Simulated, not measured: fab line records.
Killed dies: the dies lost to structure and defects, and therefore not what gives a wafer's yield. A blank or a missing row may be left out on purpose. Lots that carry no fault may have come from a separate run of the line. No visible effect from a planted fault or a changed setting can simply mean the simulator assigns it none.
Matching of chambers | flow n5_finfet | 4 sister chambers for N5_GATE_CUT_STRIP_42 on rie_diel-03
The step strips in O2. 24 wafers are shown with their chamber, then 12 later ones without.

## WAFERS, EACH WITH ITS CHAMBER
wafer  | chamber | drypump_motor_current_A (A) | showerhead_plenum_p_Torr (Torr) | throttle_valve_pct (%)
L075.1 | 0       | 5.9                         | 2.10                            | 16.65
L075.4 | 3       | 5.6                         | 2.24                            | 16.35
L075.5 | 3       | 5.6                         | 2.24                            | 16.34
L076.2 | 1       | 6.0                         | 2.01                            | 16.79
L076.3 | 2       | 5.0                         | 2.13                            | 16.81
L076.6 | 3       | 5.6                         | 2.24                            | 16.35
L077.1 | 3       | 5.6                         | 2.24                            | 16.35
L077.2 | 0       | 5.9                         | 2.10                            | 16.65
L077.4 | 1       | 6.0                         | 2.01                            | 16.78
L078.1 | 1       | 6.0                         | 2.01                            | 16.80
L078.2 | 2       | 5.0                         | 2.13                            | 16.81
L078.6 | 1       | 6.0                         | 2.01                            | 16.80
L080.2 | 1       | 6.0                         | 2.01                            | 16.80
L080.3 | 2       | 5.0                         | 2.13                            | 16.81
L080.4 | 0       | 5.9                         | 2.10                            | 16.67
L085.2 | 0       | 5.9                         | 2.10                            | 16.69
L085.5 | 0       | 5.9                         | 2.10                            | 16.68
L085.6 | 1       | 6.0                         | 2.01                            | 16.84
L086.1 | 0       | 5.9                         | 2.10                            | 16.71
L086.2 | 3       | 5.7                         | 2.24                            | 16.39
L086.5 | 2       | 5.0                         | 2.12                            | 16.83
L090.1 | 2       | 5.0                         | 2.12                            | 16.83
L090.2 | 1       | 6.0                         | 2.00                            | 16.84
L090.6 | 3       | 5.6                         | 2.23                            | 16.40

SIGNATURES (means of the wafers above)
reading                  | chamber 0 | chamber 1 | chamber 2 | chamber 3 | scatter within a chamber
drypump_motor_current_A  | 5.900     | 6.000     | 5.000     | 5.617     | 0.0204
showerhead_plenum_p_Torr | 2.1000    | 2.0086    | 2.1260    | 2.2383    | 0.0038
throttle_valve_pct       | 16.6750   | 16.8071   | 16.8180   | 16.3633   | 0.022
Rule: a wafer lies at a distance from a chamber equal to the root of the sum of squares, over the readings, of (its reading less the chamber's mean, divided by the reading's scatter). The wafer belongs to the nearest chamber; if the next one is less than 2 further off, it can't be placed. The scatter is the square root of a quotient: the sum, over the shown wafers, of each reading's squared deviation from its chamber's mean, divided by wafers minus chambers.

## WAFERS WITHOUT THEIR CHAMBER
wafer  | drypump_motor_current_A (A) | showerhead_plenum_p_Torr (Torr) | throttle_valve_pct (%)
L091.4 | 5.6                         | 2.23                            | 16.41
L091.5 | 6.0                         | 2.09                            | 16.71
L091.6 | 5.6                         | 2.23                            | 16.41
L093.1 | 5.1                         | 2.12                            | 16.86
L093.3 | 5.6                         | 2.23                            | 16.41
L093.4 | 6.0                         | 2.00                            | 16.86
L095.2 | 5.9                         | 2.09                            | 16.72
L095.4 | 5.0                         | 2.12                            | 16.87
L095.5 | 5.9                         | 2.09                            | 16.73
L096.1 | 6.0                         | 2.00                            | 16.86
L096.4 | 5.9                         | 2.09                            | 16.71
L096.5 | 5.9                         | 2.09                            | 16.72

## EACH ONE'S CHAMBER
wafer  | from the rows above | in truth
L091.4 | 3                   | 3
L091.5 | 0                   | 0
L091.6 | 3                   | 3
L093.1 | 2                   | 2
L093.3 | 3                   | 3
L093.4 | 1                   | 1
L095.2 | 0                   | 0
L095.4 | 2                   | 2
L095.5 | 0                   | 0
L096.1 | 1                   | 1
L096.4 | 0                   | 0
L096.5 | 0                   | 0
Correct placement for 12 of the 12. From these rows, 0 cannot be placed. Wrongly placed: 0.
